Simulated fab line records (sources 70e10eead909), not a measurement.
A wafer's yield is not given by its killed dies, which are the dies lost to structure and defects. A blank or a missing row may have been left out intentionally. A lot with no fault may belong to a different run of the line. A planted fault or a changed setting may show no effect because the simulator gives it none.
fab line records	flow nand_harc
[record] lots = 24	wafers = 72	last_day = 24
route steps=1159 shown A_BLC@981 A_M0@1015 A_M1@1036
lots with no fault: from the same line, run without faults
start_h: the number of hours between the record's first day and the start of the first shown wafer of the lot	wait_h: hours from the lot's prior step to this one	" unchanged from the row above	L1.1+2: a row that stands for several wafers	- value missing, or start not given	* or withheld: withheld	< > ~ a bound
route shown NAME@n: NAME is a module with steps in the file, n the number in the route of the first one	usual: mean/standard deviation taken from wafers without a fault	same: alike in all rows	chamber/n: place in a boat	sites: per-site readings	_std_site: the values' standard deviation	_edge_site: inner sites' mean taken away from outer sites' mean	radius_mm: how far each site lies from the wafer's centre	mask NAME#n: copy n	behind: the last tool/chamber to shape the wafer	hold: cause of the lot's hold/its duration in hours/its outcome	device: which transistor (n, p or np) failed to switch	end of line: tests of these same wafers at the route's end	for a step that has no rows: nothing shown but its recipe	killed: the dies lost at the first sort to structure and to defects; this is not the yield of the wafer	map: the dies of a wafer, with x for killed, . for not killed, _ for no die there
set.NAME: the setting as run; set.NAME@STEP: as run at that earlier step	model.NAME: the simulator's own value behind a step, which no gauge read
route steps across a sampled set of lots; one table per step, one row per wafer
services: the hour from which a tool's chamber was out of use, counted from the record's first day as start_h (under 0 if before that day), plus the number of hours and why
[[steps]]
[step NHARC_A_BLC_CD_MEAS_19]
[usual] cd_nm = 100.2/1.5
lot.wafer	tool	chamber	start_h	wait_h	cd_nm
L075.1	cd_sem-03	-	396.06	-	102.4
L075.2	"	-	"	"	100.7
L075.5	"	-	"	"	99.4
L076.1	cd_sem-02	-	399.60	-	99.2
L076.4	"	-	"	"	100.4
L076.6	"	-	"	"	99.4
L077.1	cd_sem-03	-	401.11	-	99.7
L077.2	"	-	"	"	97.3
L077.6	"	-	"	"	99.2
L074.1	cd_sem-01	-	406.10	-	100.4
L074.4	"	-	"	"	101.6
L074.6	"	-	"	"	98.8
L078.1	cd_sem-02	-	409.57	-	100.4
L078.2	"	-	"	"	101.3
L078.3	"	-	"	"	100.5
L079.2	cd_sem-03	-	414.52	-	99.5
L079.4	"	-	"	"	99.6
L079.6	"	-	"	"	100.9
L080.3	cd_sem-01	-	430.40	-	99.7
L080.4	"	-	"	"	98.0
L080.5	"	-	"	"	98.6
L081.1	cd_sem-02	-	432.02	-	100.9
L081.2	"	-	"	"	102.2
L081.6	"	-	"	"	101.5
L082.1	cd_sem-01	-	443.32	-	102.6
L082.5	"	-	"	"	101.0
L082.6	"	-	"	"	101.1
L083.1	cd_sem-01	-	444.30	-	99.4
L083.3	"	-	"	"	99.4
L083.5	"	-	"	"	101.4
L084.3	cd_sem-02	-	445.48	-	101.4
L084.5	"	-	"	"	99.5
L084.6	"	-	"	"	101.3
L086.1	cd_sem-01	-	457.86	-	97.8
L086.2	"	-	"	"	98.7
L086.4	"	-	"	"	97.4
L087.1	cd_sem-02	-	458.09	-	96.7
L087.2	"	-	"	"	100.4
L087.4	"	-	"	"	100.1
L085.1	cd_sem-03	-	467.81	-	102.3
L085.3	"	-	"	"	99.5
L085.5	"	-	"	"	101.5
L088.1	cd_sem-01	-	471.10	-	100.1
L088.3	"	-	"	"	99.5
L088.4	"	-	"	"	98.0
L089.3	cd_sem-01	-	480.97	-	101.2
L089.4	"	-	"	"	99.3
L089.5	"	-	"	"	99.0
L091.1	cd_sem-01	-	490.06	-	102.2
L091.2	"	-	"	"	101.1
L091.3	"	-	"	"	99.6
L090.1	cd_sem-01	-	495.79	-	102.1
L090.3	"	-	"	"	98.5
L090.4	"	-	"	"	102.8
L092.1	cd_sem-02	-	507.26	-	101.7
L092.4	"	-	"	"	100.0
L092.5	"	-	"	"	101.7
L096.1	cd_sem-01	-	510.80	-	98.4
L096.3	"	-	"	"	100.2
L096.4	"	-	"	"	100.0
L094.3	cd_sem-03	-	516.39	-	102.0
L094.4	"	-	"	"	104.0
L094.6	"	-	"	"	103.3
L095.1	cd_sem-03	-	517.74	-	100.2
L095.2	"	-	"	"	100.3
L095.3	"	-	"	"	101.7
L093.2	cd_sem-02	-	522.76	-	98.3
L093.4	"	-	"	"	100.3
L093.6	"	-	"	"	100.1
L097.1	cd_sem-03	-	531.02	-	99.3
L097.4	"	-	"	"	102.5
L097.5	"	-	"	"	100.9
[step NHARC_A_M0_PVD_20]
[recipe] target_thk_a = 50	bias_v = 168.6	power_w = 15000	chamber_pressure_pa = 0.12	time_s = 8.06	substrate_temp_c = 50	material = TaN
[usual] throttle_valve_pct = 30.4/1
lot.wafer	tool	chamber	start_h	wait_h	throttle_valve_pct
L075.1	pvd_sputter-03	-	-	-	29.6
L075.2	"	-	"	"	30.4
L075.5	"	-	"	"	29.9
L076.1	pvd_sputter-03	-	-	-	30.7
L076.4	"	-	"	"	29.7
L076.6	"	-	"	"	31.8
L077.2	pvd_sputter-01	-	-	-	30.4
L077.1	"	-	"	"	32.0
L077.6	"	-	"	"	29.8
L074.4	pvd_sputter-01	-	-	-	30.4
L074.1	"	-	"	"	29.9
L074.6	"	-	"	"	31.8
L078.3	pvd_sputter-03	-	-	-	31.8
L078.1	"	-	"	"	30.7
L078.2	"	-	"	"	29.7
L079.4	pvd_sputter-02	-	-	-	32.1
L079.2	"	-	"	"	29.3
L079.6	"	-	"	"	32.0
L080.3	pvd_sputter-03	-	-	-	31.5
L080.4	"	-	"	"	30.8
L080.5	"	-	"	"	31.5
L081.1	pvd_sputter-03	-	-	-	31.7
L081.2	"	-	"	"	31.0
L081.6	"	-	"	"	30.8
L082.1	pvd_sputter-03	-	-	-	30.7
L082.6	"	-	"	"	31.3
L082.5	"	-	"	"	30.7
L083.3	pvd_sputter-01	-	-	-	29.9
L083.1	"	-	"	"	29.6
L083.5	"	-	"	"	30.6
L084.3	pvd_sputter-02	-	-	-	31.6
L084.5	"	-	"	"	31.4
L084.6	"	-	"	"	28.9
L086.4	pvd_sputter-02	-	-	-	31.7
L086.1	"	-	"	"	29.0
L086.2	"	-	"	"	31.8
L087.2	pvd_sputter-01	-	-	-	32.0
L087.1	"	-	"	"	29.9
L087.4	"	-	"	"	29.8
L085.1	pvd_sputter-03	-	-	-	29.8
L085.3	"	-	"	"	30.1
L085.5	"	-	"	"	30.3
L088.4	pvd_sputter-02	-	-	-	28.6
L088.1	"	-	"	"	29.0
L088.3	"	-	"	"	31.6
L089.4	pvd_sputter-03	-	-	-	29.4
L089.3	"	-	"	"	30.5
L089.5	"	-	"	"	29.7
L091.1	pvd_sputter-01	-	-	-	31.9
L091.2	"	-	"	"	29.7
L091.3	"	-	"	"	29.6
L090.4	pvd_sputter-01	-	-	-	29.7
L090.3	"	-	"	"	30.7
L090.1	"	-	"	"	32.0
L092.4	pvd_sputter-02	-	-	-	31.3
L092.1	"	-	"	"	29.2
L092.5	"	-	"	"	31.6
L096.3	pvd_sputter-03	-	-	-	29.9
L096.1	"	-	"	"	29.5
L096.4	"	-	"	"	29.8
L094.3	pvd_sputter-03	-	-	-	30.5
L094.4	"	-	"	"	29.6
L094.6	"	-	"	"	30.0
L095.1	pvd_sputter-02	-	-	-	31.3
L095.2	"	-	"	"	29.4
L095.3	"	-	"	"	32.0
L093.4	pvd_sputter-02	-	-	-	29.1
L093.2	"	-	"	"	31.6
L093.6	"	-	"	"	32.0
L097.1	pvd_sputter-02	-	-	-	29.1
L097.4	"	-	"	"	31.5
L097.5	"	-	"	"	29.4
[step NHARC_A_M0_CMP_23]
[recipe] t_overpolish_s = 20	target_thk_nm = 113.75
[usual] motor_current_A = 12.2/1	time_to_endpoint_s = 28.2/2.5
lot.wafer	tool	chamber	start_h	wait_h	motor_current_A	time_to_endpoint_s
L075.1	cmp-02	1	401.30	-	11.7	28.4
L075.2	"	3	"	"	13.9	29.9
L075.5	"	1	"	"	12.1	31.6
L076.4	cmp-04	2	404.64	-	11.2	25.7
L076.1	"	3	"	"	12.7	25.2
L076.6	"	1	"	"	11.4	24.3
L077.2	cmp-02	0	406.30	-	13.0	28.5
L077.1	"	2	"	"	9.8	29.2
L077.6	"	0	"	"	12.8	28.4
L074.4	cmp-04	0	411.28	-	11.7	26.6
L074.1	"	1	"	"	11.0	30.9
L074.6	"	0	"	"	12.3	26.9
L078.3	cmp-02	0	416.59	-	12.8	30.3
L078.1	"	1	"	"	12.1	30.3
L078.2	"	2	"	"	10.1	29.4
L079.2	cmp-02	3	419.79	-	14.4	28.5
L079.4	"	0	"	"	12.7	30.3
L079.6	"	3	"	"	13.6	31.0
L080.3	cmp-01	3	437.96	-	11.1	29.3
L080.4	"	2	"	"	11.4	27.8
L080.5	"	0	"	"	11.6	26.3
L081.2	cmp-04	0	438.99	-	12.5	29.1
L081.1	"	1	"	"	11.1	28.8
L081.6	"	0	"	"	12.1	24.7
L082.1	cmp-01	0	448.60	-	12.4	24.6
L082.6	"	0	"	"	12.4	25.4
L082.5	"	1	"	"	12.5	24.2
L083.1	cmp-02	1	449.51	-	12.8	28.7
L083.3	"	2	"	"	10.6	27.9
L083.5	"	3	"	"	14.5	29.3
L084.3	cmp-02	0	451.14	-	13.0	28.2
L084.5	"	3	"	"	13.9	29.3
L084.6	"	0	"	"	13.1	29.6
L086.1	cmp-01	0	467.53	-	12.4	24.1
L086.2	"	1	"	"	12.8	25.1
L086.4	"	2	"	"	11.5	26.5
L087.4	cmp-02	3	468.02	-	14.0	29.9
L087.2	"	0	"	"	13.2	32.6
L087.1	"	1	"	"	12.1	34.6
L085.3	cmp-04	3	477.24	-	12.9	32.5
L085.1	"	1	"	"	11.6	31.8
L085.5	"	2	"	"	11.5	31.6
L088.4	cmp-01	0	477.69	-	12.2	25.7
L088.3	"	1	"	"	12.7	24.5
L088.1	"	3	"	"	11.5	28.0
L089.3	cmp-04	0	496.24	-	12.0	31.1
L089.4	"	1	"	"	12.2	31.9
L089.5	"	0	"	"	12.2	29.9
L091.3	cmp-01	3	500.23	-	11.2	27.3
L091.1	"	0	"	"	12.7	24.3
L091.2	"	1	"	"	11.9	25.7
L090.1	cmp-02	0	505.09	-	12.4	31.4
L090.4	"	1	"	"	12.5	29.8
L090.3	"	3	"	"	14.0	29.3
L092.1	cmp-01	1	512.68	-	12.6	21.6
L092.4	"	2	"	"	11.9	26.3
L092.5	"	3	"	"	11.0	26.2
L096.4	cmp-04	0	516.07	-	12.1	27.2
L096.1	"	1	"	"	11.8	31.0
L096.3	"	3	"	"	12.8	28.1
L094.4	cmp-01	3	523.96	-	11.0	28.3
L094.3	"	2	"	"	11.6	26.9
L094.6	"	0	"	"	12.3	25.4
L095.3	cmp-04	1	524.36	-	11.5	26.3
L095.1	"	2	"	"	11.5	30.5
L095.2	"	3	"	"	12.8	31.1
L093.2	cmp-04	2	531.06	-	12.4	27.0
L093.4	"	3	"	"	13.1	27.2
L093.6	"	2	"	"	11.3	27.3
L097.4	cmp-01	1	536.39	-	12.1	25.7
L097.1	"	3	"	"	11.0	28.9
L097.5	"	0	"	"	13.0	24.8
[step NHARC_A_M1_CD_MEAS_09]
[recipe] target_cd_nm = 120	landing_energy_ev = 500
[usual] cd_nm = 120.0/0.56
lot.wafer	tool	chamber	start_h	wait_h	cd_nm
L075.1	cd_sem-03	0	403.57	-	120.2
L075.2	"	0	"	"	119.4
L075.5	"	0	"	"	119.9
L076.1	cd_sem-03	0	406.34	-	119.9
L076.4	"	0	"	"	119.8
L076.6	"	0	"	"	120.4
L077.1	cd_sem-02	0	408.02	-	120.0
L077.2	"	0	"	"	120.6
L077.6	"	0	"	"	119.7
L074.1	cd_sem-01	0	413.13	-	120.7
L074.4	"	0	"	"	120.3
L074.6	"	0	"	"	120.6
L078.1	cd_sem-01	0	418.49	-	119.8
L078.2	"	0	"	"	120.1
L078.3	"	0	"	"	120.0
L079.2	cd_sem-03	0	422.70	-	119.4
L079.4	"	0	"	"	119.7
L079.6	"	0	"	"	119.4
L080.3	cd_sem-03	0	439.70	-	120.8
L080.4	"	0	"	"	121.1
L080.5	"	0	"	"	121.5
L081.1	cd_sem-01	0	440.85	-	119.4
L081.2	"	0	"	"	119.6
L081.6	"	0	"	"	119.8
L082.1	cd_sem-03	0	450.53	-	120.2
L082.5	"	0	"	"	119.3
L082.6	"	0	"	"	119.9
L083.1	cd_sem-03	0	451.49	-	120.6
L083.3	"	0	"	"	120.1
L083.5	"	0	"	"	120.7
L084.3	cd_sem-01	0	452.99	-	119.7
L084.5	"	0	"	"	119.9
L084.6	"	0	"	"	120.0
L086.1	cd_sem-01	0	469.68	-	119.3
L086.2	"	0	"	"	119.5
L086.4	"	0	"	"	118.6
L087.1	cd_sem-03	0	469.91	-	119.8
L087.2	"	0	"	"	119.4
L087.4	"	0	"	"	120.4
L085.1	cd_sem-01	0	479.17	-	119.9
L085.3	"	0	"	"	119.6
L085.5	"	0	"	"	119.2
L088.1	cd_sem-01	0	479.56	-	120.6
L088.3	"	0	"	"	119.9
L088.4	"	0	"	"	119.7
L089.3	cd_sem-01	0	497.97	-	119.2
L089.4	"	0	"	"	119.5
L089.5	"	0	"	"	119.3
L091.1	cd_sem-02	0	502.46	-	120.0
L091.2	"	0	"	"	120.6
L091.3	"	0	"	"	120.6
L090.1	cd_sem-03	0	507.02	-	120.1
L090.3	"	0	"	"	120.1
L090.4	"	0	"	"	120.0
L092.1	cd_sem-02	0	514.50	-	121.0
L092.4	"	0	"	"	119.8
L092.5	"	0	"	"	120.7
L096.1	cd_sem-01	0	517.95	-	120.8
L096.3	"	0	"	"	119.8
L096.4	"	0	"	"	119.1
L094.3	cd_sem-02	0	525.93	-	119.6
L094.4	"	0	"	"	120.0
L094.6	"	0	"	"	120.3
L095.1	cd_sem-03	0	526.30	-	121.1
L095.2	"	0	"	"	120.8
L095.3	"	0	"	"	121.5
L093.2	cd_sem-01	0	532.77	-	120.0
L093.4	"	0	"	"	120.0
L093.6	"	0	"	"	119.9
L097.1	cd_sem-01	0	538.23	-	120.1
L097.4	"	0	"	"	120.6
L097.5	"	0	"	"	119.7
[step NHARC_A_M1_ETCH_28]
[recipe] target_depth_a = 300	over_etch_frac = 0.3	time_s = 72.99	ion_energy_ev = 150	cf4_flow_sccm = 50	n2_flow_sccm = 100	ar_flow_sccm = 150	rf_w = 300	bias_w = 100	chemistry = CF4/N2
[usual] cf4_flow_sccm = 50.00/0.14	drypump_motor_current_A = 5.5/0.56	oes_product_au = 0.998/0.0078	rf_vpp_V = 314.3/2	showerhead_plenum_p_Torr = 2.63/0.11	throttle_valve_pct = 19.794/0.0085
lot.wafer	tool	chamber	start_h	wait_h	cf4_flow_sccm	drypump_motor_current_A	oes_product_au	rf_hours_counter_h	rf_vpp_V	showerhead_plenum_p_Torr	throttle_valve_pct
L075.1	rie_diel-13	1	-	-	49.95	5.1	0.993	2	312.0	2.49	19.808
L075.2	"	2	"	"	49.86	5.1	1.001	3	314.3	2.49	19.791
L075.5	"	3	"	"	49.87	5.7	0.992	-	314.1	2.68	19.795
L076.4	rie_diel-13	1	-	-	49.83	5.1	0.993	2	310.6	2.49	19.788
L076.1	"	2	"	"	49.96	5.1	1.004	3	311.3	2.49	19.790
L076.6	"	2	"	"	49.92	5.1	0.992	-	313.2	2.49	19.778
L077.2	rie_diel-09	2	-	-	49.88	5.2	0.999	13	315.4	2.64	19.796
L077.1	"	3	"	"	49.93	5.6	1.004	13	313.6	2.65	19.798
L077.6	"	1	"	"	49.93	5.7	0.985	-	316.9	2.76	19.789
L074.4	rie_diel-13	0	-	-	50.08	4.6	0.999	3	313.9	2.57	19.790
L074.1	"	2	"	"	50.03	5.2	1.002	3	311.5	2.49	19.802
L074.6	"	0	"	"	49.91	4.6	1.004	-	313.6	2.57	19.798
L078.2	rie_diel-13	1	-	-	50.12	5.1	0.988	3	311.7	2.49	19.797
L078.1	"	2	"	"	50.20	5.1	0.993	3	311.9	2.49	19.791
L078.3	"	3	"	"	49.87	5.7	1.001	3	314.0	2.68	19.792
L079.2	rie_diel-09	3	-	-	50.02	5.6	1.004	14	314.7	2.65	19.805
L079.4	"	1	"	"	50.08	5.7	0.997	14	316.2	2.76	19.799
L079.6	"	2	"	"	50.16	5.2	1.005	-	315.0	2.64	19.791
L080.3	rie_diel-09	1	-	-	49.82	5.8	0.991	0	316.4	2.76	19.801
L080.4	"	2	"	"	50.24	5.2	0.994	0	313.7	2.64	19.799
L080.5	"	0	"	"	50.05	6.6	0.990	-	316.0	2.78	19.798
L081.1	rie_diel-11	0	-	-	49.96	5.9	1.006	5	312.7	2.63	19.802
L081.2	"	2	"	"	49.96	5.7	1.007	4	315.5	2.76	19.801
L081.6	"	2	"	"	50.16	5.7	1.005	-	317.8	2.76	19.793
L082.1	rie_diel-13	1	-	-	50.23	5.1	1.003	4	311.2	2.49	19.785
L082.6	"	2	"	"	49.98	5.1	0.996	-	311.7	2.49	19.807
L082.5	"	3	"	"	50.06	5.7	0.996	-	315.2	2.68	19.790
L083.1	rie_diel-11	1	-	-	49.72	6.6	1.003	5	314.1	2.49	19.796
L083.3	"	0	"	"	49.75	5.9	1.018	5	316.0	2.63	19.795
L083.5	"	1	"	"	49.57	6.6	0.998	-	312.1	2.49	19.804
L084.3	rie_diel-09	2	-	-	49.94	5.2	0.990	2	314.6	2.64	19.781
L084.5	"	0	"	"	49.86	6.6	1.001	-	316.5	2.77	19.796
L084.6	"	1	"	"	49.82	5.8	0.998	-	317.5	2.76	19.789
L086.1	rie_diel-13	3	-	-	50.10	5.7	0.997	0	316.1	2.68	19.784
L086.2	"	0	"	"	49.79	4.6	0.990	0	314.2	2.57	19.793
L086.4	"	2	"	"	50.02	5.1	0.991	0	311.4	2.49	19.790
L087.4	rie_diel-11	2	-	-	49.95	5.7	1.018	5	315.3	2.76	19.795
L087.1	"	0	"	"	50.17	5.9	1.011	6	314.4	2.63	19.788
L087.2	"	1	"	"	50.03	6.6	0.996	6	312.1	2.49	19.800
L085.1	rie_diel-09	2	-	-	49.85	5.2	0.994	3	315.5	2.63	19.799
L085.3	"	3	"	"	49.93	5.6	0.993	4	314.5	2.64	19.785
L085.5	"	2	"	"	49.89	5.2	0.988	-	313.2	2.63	19.783
L088.4	rie_diel-13	2	-	-	50.04	5.1	0.990	1	312.9	2.49	19.792
L088.1	"	3	"	"	50.21	5.7	0.983	1	314.4	2.68	19.794
L088.3	"	1	"	"	49.93	5.1	1.010	1	312.5	2.49	19.802
L089.3	rie_diel-09	0	-	-	50.24	6.6	0.993	4	316.5	2.77	19.805
L089.4	"	2	"	"	50.23	5.2	0.999	4	314.3	2.63	19.801
L089.5	"	0	"	"	50.23	6.6	1.000	-	316.3	2.77	19.811
L091.2	rie_diel-13	3	-	-	49.82	5.7	0.979	1	313.9	2.68	19.804
L091.1	"	0	"	"	49.95	4.6	1.000	1	313.6	2.57	19.792
L091.3	"	1	"	"	50.03	5.1	0.992	1	310.7	2.49	19.812
L090.4	rie_diel-13	1	-	-	49.94	5.1	0.990	1	312.6	2.49	19.793
L090.1	"	2	"	"	49.85	5.1	0.999	1	312.5	2.49	19.813
L090.3	"	0	"	"	50.17	4.6	0.987	1	312.6	2.57	19.797
L092.1	rie_diel-09	1	-	-	49.99	5.8	0.989	6	315.8	2.76	19.779
L092.4	"	0	"	"	50.10	6.6	0.996	6	315.8	2.77	19.787
L092.5	"	1	"	"	50.15	5.7	1.002	-	317.5	2.76	19.803
L096.4	rie_diel-09	2	-	-	49.91	5.2	0.993	6	314.4	2.63	19.783
L096.1	"	3	"	"	49.95	5.6	0.992	6	314.5	2.64	19.811
L096.3	"	0	"	"	49.85	6.6	0.986	6	315.5	2.77	19.790
L094.3	rie_diel-09	0	-	-	50.10	6.6	0.990	7	316.7	2.77	19.781
L094.4	"	3	"	"	50.15	5.6	0.990	6	315.1	2.64	19.792
L094.6	"	0	"	"	50.12	6.6	0.999	-	315.7	2.77	19.789
L095.3	rie_diel-13	3	-	-	49.97	5.7	0.992	2	314.7	2.68	19.811
L095.2	"	0	"	"	50.05	4.6	1.000	2	313.5	2.57	19.784
L095.1	"	2	"	"	50.12	5.1	1.012	2	310.0	2.49	19.792
L093.4	rie_diel-13	2	-	-	50.12	5.1	1.005	2	310.6	2.49	19.790
L093.2	"	0	"	"	50.07	4.6	1.005	2	314.7	2.57	19.791
L093.6	"	2	"	"	50.04	5.1	1.009	-	311.1	2.49	19.794
L097.4	rie_diel-09	2	-	-	50.06	5.2	1.001	8	313.8	2.63	19.815
L097.1	"	3	"	"	49.80	5.6	0.998	8	315.6	2.64	19.795
L097.5	"	0	"	"	50.07	6.6	0.997	-	317.6	2.77	19.791
[step NHARC_A_M1_PRE_CLEAN_32]
[recipe] time_s = 12	temp_c = 370	rf_power_w = 300	gas = NH3
[usual] heater_power_w = 669/56
lot.wafer	tool	chamber	start_h	wait_h	heater_power_w
L075.1	pecvd-04	2	406.39	0.1	601
L075.2	"	0	"	"	603
L075.5	"	2	"	"	595
L076.1	pecvd-01	0	409.65	0.1	694
L076.4	"	1	"	"	712
L076.6	"	0	"	"	677
L077.2	pecvd-03	0	411.14	0.3	668
L077.1	"	1	"	"	617
L077.6	"	1	"	"	607
L074.1	pecvd-03	2	416.10	0.1	753
L074.4	"	0	"	"	619
L074.6	"	1	"	"	552
L078.2	pecvd-04	2	421.59	0.3	716
L078.3	"	0	"	"	660
L078.1	"	1	"	"	674
L079.2	pecvd-04	1	425.66	0.1	641
L079.4	"	2	"	"	664
L079.6	"	0	"	"	632
L080.3	pecvd-04	0	442.83	0.3	684
L080.4	"	0	"	"	679
L080.5	"	1	"	"	597
L081.2	pecvd-01	2	443.82	0.1	766
L081.1	"	0	"	"	651
L081.6	"	1	"	"	686
L082.1	pecvd-03	0	453.47	0.1	601
L082.6	"	0	"	"	596
L082.5	"	1	"	"	639
L083.1	pecvd-01	2	454.37	0.1	704
L083.3	"	0	"	"	649
L083.5	"	1	"	"	707
L084.3	pecvd-03	1	456.02	0.1	621
L084.5	"	0	"	"	680
L084.6	"	2	"	"	668
L086.2	pecvd-03	0	472.51	0.1	613
L086.1	"	2	"	"	729
L086.4	"	2	"	"	710
L087.2	pecvd-01	2	472.76	0.1	770
L087.1	"	0	"	"	709
L087.4	"	0	"	"	691
L085.3	pecvd-04	0	482.40	0.2	651
L085.1	"	1	"	"	687
L085.5	"	0	"	"	667
L088.3	pecvd-01	1	482.57	0.1	671
L088.1	"	2	"	"	836
L088.4	"	2	"	"	844
L089.3	pecvd-04	2	501.28	0.4	746
L089.5	"	1	"	"	667
L089.4	"	2	"	"	720
L091.2	pecvd-03	1	505.28	0.1	605
L091.1	"	2	"	"	793
L091.3	"	0	"	"	693
L090.3	pecvd-03	0	510.01	0.1	683
L090.1	"	1	"	"	631
L090.4	"	0	"	"	693
L092.1	pecvd-01	1	517.47	0.1	658
L092.5	"	2	"	"	739
L092.4	"	0	"	"	660
L096.3	pecvd-03	2	520.80	0.1	785
L096.1	"	0	"	"	746
L096.4	"	1	"	"	623
L094.3	pecvd-04	1	528.79	0.1	617
L094.6	"	1	"	"	604
L094.4	"	2	"	"	677
L095.2	pecvd-04	1	529.13	0.1	645
L095.3	"	2	"	"	741
L095.1	"	0	"	"	644
L093.2	pecvd-04	2	536.09	0.1	600
L093.4	"	0	"	"	681
L093.6	"	1	"	"	608
L097.1	pecvd-04	1	541.22	0.1	609
L097.5	"	1	"	"	621
L097.4	"	2	"	"	635
[[services]]
tool	chamber	start_h	hours	kind
pecvd-01	2	380.81	4.5	repair
pvd_sputter-02	-	392.04	10.0	pm
rie_diel-13	1	392.30	11.3	repair
cmp-02	-	398.50	2.2	repair
cmp-04	-	399.17	4.0	pm
cmp-01	-	403.67	3.1	repair
pvd_sputter-03	-	407.97	4.2	repair
rie_diel-09	2	415.20	1.7	repair
cmp-02	-	422.50	4.0	pm
rie_diel-09	-	431.10	9.0	pm
pvd_sputter-03	-	431.22	2.3	repair
cmp-04	-	434.68	1.0	repair
pecvd-03	2	445.72	3.7	repair
rie_diel-13	-	453.12	9.0	pm
pvd_sputter-03	-	458.00	10.0	pm
pecvd-03	1	459.06	13.2	repair
cmp-01	-	473.61	4.0	pm
pecvd-03	-	473.71	13.0	pm
cmp-04	-	481.90	1.3	repair
cmp-04	-	497.19	4.0	pm
cmp-02	-	505.33	4.3	repair
cmp-02	-	520.50	4.0	pm
cmp-04	-	525.07	0.3	repair
cmp-02	-	525.50	5.9	repair
[[key]]
fault none
